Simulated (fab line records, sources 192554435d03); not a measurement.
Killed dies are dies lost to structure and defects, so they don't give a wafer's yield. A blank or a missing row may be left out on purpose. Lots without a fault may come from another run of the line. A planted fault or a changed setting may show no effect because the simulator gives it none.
Chamber matching | flow n5_finfet | N5_DUMMY_GATE_STRIP_48 on rie_diel-02: 4 sister chambers
The step strips in N2/H2, time 20 s. 14 wafers are shown with their chamber, then 7 later ones without.

WAFERS WITH THEIR CHAMBER
wafer  | chamber | throttle_valve_pct (%) | showerhead_plenum_p_Torr (Torr) | oes_product_au (a.u.)
L075.3 | 2       | 12.12                  | 3.44                            | 0.73
L075.4 | 3       | 12.54                  | 3.35                            | 0.73
L075.6 | 2       | 12.13                  | 3.44                            | 0.73
L078.1 | 0       | 11.77                  | 3.42                            | 0.96
L078.2 | 2       | 12.15                  | 3.44                            | 0.72
L078.6 | 0       | 11.77                  | 3.42                            | 0.97
L079.2 | 3       | 12.55                  | 3.35                            | 0.73
L079.3 | 0       | 11.77                  | 3.42                            | 0.95
L079.6 | 0       | 11.76                  | 3.42                            | 0.95
L083.1 | 1       | 12.09                  | 3.34                            | 0.72
L083.2 | 2       | 12.16                  | 3.43                            | 0.72
L083.4 | 3       | 12.55                  | 3.34                            | 0.73
L089.3 | 3       | 12.59                  | 3.34                            | 0.71
L089.4 | 2       | 12.20                  | 3.43                            | 0.71

SIGNATURES (means of the wafers above)
reading                  | chamber 0 | chamber 1 | chamber 2 | chamber 3 | scatter within a chamber
throttle_valve_pct       | 11.7675   | 12.0900   | 12.1520   | 12.5575   | 0.0233
showerhead_plenum_p_Torr | 3.4200    | 3.3400    | 3.4360    | 3.3450    | 0.00469
oes_product_au           | 0.9575    | 0.7200    | 0.7220    | 0.7250    | 0.00925
Rule: a wafer's distance from a chamber is the root of the sum, over the readings, of the square of ((its reading less the chamber's mean) divided by the reading's scatter). The wafer belongs to the nearest chamber; if the next one is less than 2 further off, it can't be placed. The scatter: the root of (the sum of the squares of (reading less its chamber's mean) over the shown wafers, divided by (wafers less chambers)).

WAFERS WITHOUT THEIR CHAMBER
wafer  | throttle_valve_pct (%) | showerhead_plenum_p_Torr (Torr) | oes_product_au (a.u.)
L089.6 | 11.82                  | 3.41                            | 0.89
L090.2 | 12.20                  | 3.42                            | 0.72
L090.4 | 12.60                  | 3.34                            | 0.71
L090.5 | 12.21                  | 3.42                            | 0.71
L093.1 | 11.83                  | 3.40                            | 0.90
L093.3 | 12.60                  | 3.33                            | 0.71
L093.4 | 12.22                  | 3.42                            | 0.71

WHICH CHAMBER EACH WENT THROUGH
wafer  | from the rows above | in truth
L089.6 | 0                   | 0
L090.2 | 2                   | 2
L090.4 | 3                   | 3
L090.5 | 2                   | 2
L093.1 | 0                   | 0
L093.3 | 3                   | 3
L093.4 | 2                   | 2
Placed correctly: 7 of 7. Can't be placed from these rows: 0. Placed wrongly: 0.
